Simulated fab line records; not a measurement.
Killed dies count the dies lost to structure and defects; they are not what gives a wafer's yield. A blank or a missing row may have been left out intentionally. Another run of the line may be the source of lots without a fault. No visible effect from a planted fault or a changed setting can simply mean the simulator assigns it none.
What tool caused it? | flow n5_finfet | 14 lots, 41 wafers sampled, at 4 steps of a route of 1938

== WHAT EACH GAUGE READ, for each wafer ==
Not one reading of a measure or inspect step in the record can be checked against a usual standard deviation.

== WHAT TOOL EACH LOT RAN ON (gives the tool, then ch and the chambers of the sampled wafers, and finally the start) ==
lot  | N5_BEOL_M0_SAQP_ETCH_107           | N5_BEOL_M0_SAQP_STRIP_108          | N5_BEOL_M0_SAQP_EXPOSE_37         | N5_BEOL_M0_SAQP_DESCUM_45
L824 | rie_diel-05 ch 0,1,3, day 6 08:54  | rie_diel-05 ch 0,1,3, day 6 08:56  | euv_scanner-01 ch 0, day 6 10:08  | rie_diel-01 ch 0,1, day 6 10:23
L825 | rie_diel-01 ch 0,1,3, day 6 13:11  | rie_diel-01 ch 0,1,3, day 6 13:13  | euv_scanner-02 ch 0, day 6 14:28  | rie_diel-05 ch 1,2,3, day 6 14:43
L826 | rie_diel-05 ch 1,2,3, day 6 20:17  | rie_diel-05 ch 1,2,3, day 6 20:19  | euv_scanner-01 ch 0, day 6 21:35  | rie_diel-04 ch 0,1, day 6 21:50
L827 | rie_diel-01 ch 2,3, day 6 23:33    | rie_diel-01 ch 2,3, day 6 23:35    | euv_scanner-01 ch 0, day 7 00:43  | rie_diel-01 ch 0,3, day 7 00:58
L828 | rie_diel-01 ch 0,1,2, day 7 04:49  | rie_diel-01 ch 0,1,2, day 7 04:52  | euv_scanner-02 ch 0, day 7 06:09  | rie_diel-04 ch 1,2,3, day 7 06:40
L829 | rie_diel-04 ch 0,1,3, day 7 16:13  | rie_diel-04 ch 0,1,3, day 7 16:16  | euv_scanner-01 ch 0, day 7 17:46  | rie_diel-04 ch 1,2, day 7 18:23
L831 | rie_diel-05 ch 0,1,2, day 8 04:03  | rie_diel-05 ch 0,1,2, day 8 04:05  | euv_scanner-02, day 8 05:17       | rie_diel-04 ch 0,3, day 8 05:33
L833 | rie_diel-01 ch 0,1,3, day 8 21:58  | rie_diel-01 ch 0,1,3, day 8 22:00  | euv_scanner-02, day 9 00:07       | rie_diel-04 ch 0,3, day 9 00:22
L837 | rie_diel-04 ch 0,1, day 9 16:54    | rie_diel-04 ch 0,1, day 9 16:56    | euv_scanner-02 ch 0, day 9 18:28  | rie_diel-05 ch 1, day 9 19:59
L838 | rie_diel-04 ch 1,2, day 9 20:16    | rie_diel-04 ch 1,2, day 9 20:18    | euv_scanner-02 ch 0, day 9 21:53  | rie_diel-05 ch 2,3, day 9 23:34
L840 | rie_diel-04 ch 0,3, day 10 09:55   | rie_diel-04 ch 0,3, day 10 09:58   | euv_scanner-01 ch 0, day 10 11:08 | rie_diel-05 ch 0,1,3, day 10 11:39
L842 | rie_diel-04 ch 0,1,3, day 10 23:49 | rie_diel-04 ch 0,1,3, day 10 23:51 | euv_scanner-01 ch 0, day 11 00:59 | rie_diel-01 ch 1,2,3, day 11 01:14
L843 | rie_diel-01 ch 1,3, day 11 02:47   | rie_diel-01 ch 1,3, day 11 02:50   | euv_scanner-01 ch 0, day 11 05:33 | rie_diel-04 ch 0,1, day 11 05:49
L844 | rie_diel-04 ch 1,2, day 11 06:51   | rie_diel-04 ch 1,2, day 11 06:53   | euv_scanner-02 ch 0, day 11 08:21 | rie_diel-01 ch 1,2,3, day 11 08:36
- N5_BEOL_M0_SAQP_ETCH_107: etches SiNx in CH3F/O2, target depth 30 nm.
- N5_BEOL_M0_SAQP_STRIP_108: strips in N2/H2.
- N5_BEOL_M0_SAQP_EXPOSE_37: exposes mask M0 CUT1, target cd 30 nm.
- N5_BEOL_M0_SAQP_DESCUM_45: chemistry O2, time 7 s.

== AS READ BY THE TOOLS THEMSELVES (means over the sampled wafers that have a number; for cases with no such wafer, the mark the record gives instead) ==
N5_BEOL_M0_SAQP_ETCH_107. Usual: drypump_motor_current_A 5.6 A, standard deviation 0.39; oes_product_au 0.81 a.u., standard deviation 0.094; rf_vpp_V 297 V, standard deviation 6.3; showerhead_plenum_p_Torr 2.05 Torr, standard deviation 0.036; throttle_valve_pct 16.24 %, standard deviation 0.18.
lot  | tool        | drypump_motor_current_A (A) | oes_product_au (a.u.) | rf_vpp_V (V) | showerhead_plenum_p_Torr (Torr) | throttle_valve_pct (%) | flag
L824 | rie_diel-05 | 5.5                         | 0.77                  | 293          | 2.07                            | 16.28                  |
L825 | rie_diel-01 | 5.8                         | 0.75                  | 293          | 2.03                            | 16.39                  |
L826 | rie_diel-05 | 5.7                         | 0.85                  | 297          | 2.06                            | 16.17                  |
L827 | rie_diel-01 | 5.9                         | 0.83                  | 295          | 1.97                            | 16.44                  |
L828 | rie_diel-01 | 5.7                         | 0.82                  | 297          | 2.02                            | 16.41                  |
L829 | rie_diel-04 | 5.5                         | 0.78                  | 301          | 2.05                            | 16.15                  |
L831 | rie_diel-05 | 5.4                         | 0.84                  | 299          | 2.06                            | 16.20                  |
L833 | rie_diel-01 | 5.9                         | 0.82                  | 292          | 2.02                            | 16.28                  |
L837 | rie_diel-04 | 5.2                         | 0.73                  | 298          | 2.06                            | 16.23                  |
L838 | rie_diel-04 | 5.7                         | 0.89                  | 296          | 2.04                            | 16.22                  |
L840 | rie_diel-04 | 5.9                         | 0.78                  | 304          | 2.04                            | 16.18                  |
L842 | rie_diel-04 | 5.5                         | 0.75                  | 301          | 2.04                            | 16.20                  |
L843 | rie_diel-01 | 6.0                         | 0.88                  | 293          | 2.02                            | 16.12                  |
L844 | rie_diel-04 | 5.6                         | 0.86                  | 294          | 2.03                            | 16.26                  |

N5_BEOL_M0_SAQP_STRIP_108. Usual: drypump_motor_current_A 5.6 A, standard deviation 0.39; h2_flow_sccm 300.1 sccm, standard deviation 0.89; oes_product_au 0.81 a.u., standard deviation 0.097; rf_vpp_V 122.4 V, standard deviation 0.87; showerhead_plenum_p_Torr 3.42 Torr, standard deviation 0.072; throttle_valve_pct 18.7 %, standard deviation 0.36.
lot  | tool        | drypump_motor_current_A (A) | h2_flow_sccm (sccm) | oes_product_au (a.u.) | rf_vpp_V (V) | showerhead_plenum_p_Torr (Torr) | throttle_valve_pct (%) | flag
L824 | rie_diel-05 | 5.5                         | 300.3               | 0.77                  | 122.5        | 3.44                            | 18.7                   |
L825 | rie_diel-01 | 5.9                         | 300.7               | 0.75                  | 122.4        | 3.39                            | 18.9                   |
L826 | rie_diel-05 | 5.7                         | 300.2               | 0.85                  | 122.6        | 3.42                            | 18.6                   |
L827 | rie_diel-01 | 5.9                         | 300.3               | 0.83                  | 121.5        | 3.29                            | 18.9                   |
L828 | rie_diel-01 | 5.7                         | 299.7               | 0.83                  | 121.6        | 3.38                            | 18.9                   |
L829 | rie_diel-04 | 5.5                         | 300.8               | 0.78                  | 122.8        | 3.45                            | 18.4                   |
L831 | rie_diel-05 | 5.4                         | 299.6               | 0.84                  | 122.7        | 3.43                            | 18.8                   |
L833 | rie_diel-01 | 5.8                         | 299.5               | 0.82                  | 122.5        | 3.39                            | 18.9                   |
L837 | rie_diel-04 | 5.2                         | 300.1               | 0.74                  | 122.5        | 3.48                            | 18.6                   |
L838 | rie_diel-04 | 5.7                         | 300.0               | 0.89                  | 122.2        | 3.45                            | 18.7                   |
L840 | rie_diel-04 | 5.9                         | 299.7               | 0.79                  | 121.8        | 3.38                            | 18.2                   |
L842 | rie_diel-04 | 5.5                         | 300.3               | 0.76                  | 123.1        | 3.43                            | 18.4                   |
L843 | rie_diel-01 | 6.0                         | 299.4               | 0.87                  | 122.4        | 3.39                            | 18.9                   |
L844 | rie_diel-04 | 5.7                         | 299.9               | 0.86                  | 122.6        | 3.44                            | 18.8                   |

N5_BEOL_M0_SAQP_EXPOSE_37. Usual: exposure_dose_mJ_cm2 44.67, standard deviation 0.043; focus_offset_nm 0.0 nm, standard deviation 0.53.
lot  | tool           | exposure_dose_mJ_cm2 | focus_offset_nm (nm) | flag
L824 | euv_scanner-01 | 44.69                | -0.5                 |
L825 | euv_scanner-02 | 44.66                | -0.8                 |
L826 | euv_scanner-01 | 44.69                | 0.2                  |
L827 | euv_scanner-01 | 44.70                | 0.5                  |
L828 | euv_scanner-02 | 44.67                | 0.7                  |
L829 | euv_scanner-01 | 44.66                | -0.1                 |
L831 | euv_scanner-02 | -                    | -                    | OFF
L833 | euv_scanner-02 | -                    | -                    | OFF
L837 | euv_scanner-02 | 44.66                | 0.2                  |
L838 | euv_scanner-02 | 44.67                | 0.1                  |
L840 | euv_scanner-01 | 44.65                | -0.0                 |
L842 | euv_scanner-01 | 44.60                | -0.1                 |
L843 | euv_scanner-01 | 44.67                | 0.8                  |
L844 | euv_scanner-02 | 44.71                | 0.1                  |

N5_BEOL_M0_SAQP_DESCUM_45. Usual: drypump_motor_current_A 5.7 A, standard deviation 0.38; oes_product_au 0.81 a.u., standard deviation 0.084; rf_vpp_V 243.8 V, standard deviation 1.1; showerhead_plenum_p_Torr 2.13 Torr, standard deviation 0.046; throttle_valve_pct 20.28 %, standard deviation 0.26.
lot  | tool        | drypump_motor_current_A (A) | oes_product_au (a.u.) | rf_vpp_V (V) | showerhead_plenum_p_Torr (Torr) | throttle_valve_pct (%) | flag
L824 | rie_diel-01 | 5.7                         | 0.81                  | 244.0        | 2.17                            | 20.44                  |
L825 | rie_diel-05 | 5.7                         | 0.85                  | 243.9        | 2.13                            | 20.09                  |
L826 | rie_diel-04 | 5.1                         | 0.77                  | 244.2        | 2.16                            | 20.11                  |
L827 | rie_diel-01 | 5.8                         | 0.68                  | 243.4        | 2.06                            | 20.41                  |
L828 | rie_diel-04 | 5.7                         | 0.76                  | 243.6        | 2.15                            | 20.31                  |
L829 | rie_diel-04 | 5.3                         | 0.73                  | 244.3        | 2.16                            | 20.28                  |
L831 | rie_diel-04 | 5.6                         | 0.78                  | 244.2        | 2.14                            | 20.23                  |
L833 | rie_diel-04 | 5.9                         | 0.80                  | 244.1        | 2.14                            | 20.19                  |
L837 | rie_diel-05 | 5.6                         | 0.85                  | 243.6        | 2.13                            | 20.25                  |
L838 | rie_diel-05 | 5.8                         | 0.89                  | 243.9        | 2.13                            | 19.81                  |
L840 | rie_diel-05 | 5.5                         | 0.81                  | 243.9        | 2.14                            | 20.12                  |
L842 | rie_diel-01 | 5.9                         | 0.87                  | 243.6        | 2.11                            | 20.45                  |
L843 | rie_diel-04 | 5.1                         | 0.73                  | 244.3        | 2.15                            | 20.16                  |
L844 | rie_diel-01 | 5.9                         | 0.86                  | 244.5        | 2.11                            | 20.45                  |

== THE ANSWER, worked out from the rows above alone ==
Rule: a lot counts as off when the mean over its wafers that have a number is more than 3 standard deviations away from the usual mean. Also off: a lot with no number at a reading for which 4 or more lots have one. Any other lot the step has rows for is counted as sound. Order of review: gauges by route order, followed by the tools' own readings, for which a lot's mean as printed above is used. The first step at which some lot is off is used, and at that step the reading that is off furthest; a lot without a number counts as furthest.
Off: L831, L833, at N5_BEOL_M0_SAQP_EXPOSE_37 (exposure_dose_mJ_cm2). Without a number there: L831, L833.
A tool fits if, at that step or a process step before it, it ran every lot that is off, and no sound lot after the first of them. No candidate that was tried fits.

== WHAT THE SIMULATOR HAD INSERTED ==
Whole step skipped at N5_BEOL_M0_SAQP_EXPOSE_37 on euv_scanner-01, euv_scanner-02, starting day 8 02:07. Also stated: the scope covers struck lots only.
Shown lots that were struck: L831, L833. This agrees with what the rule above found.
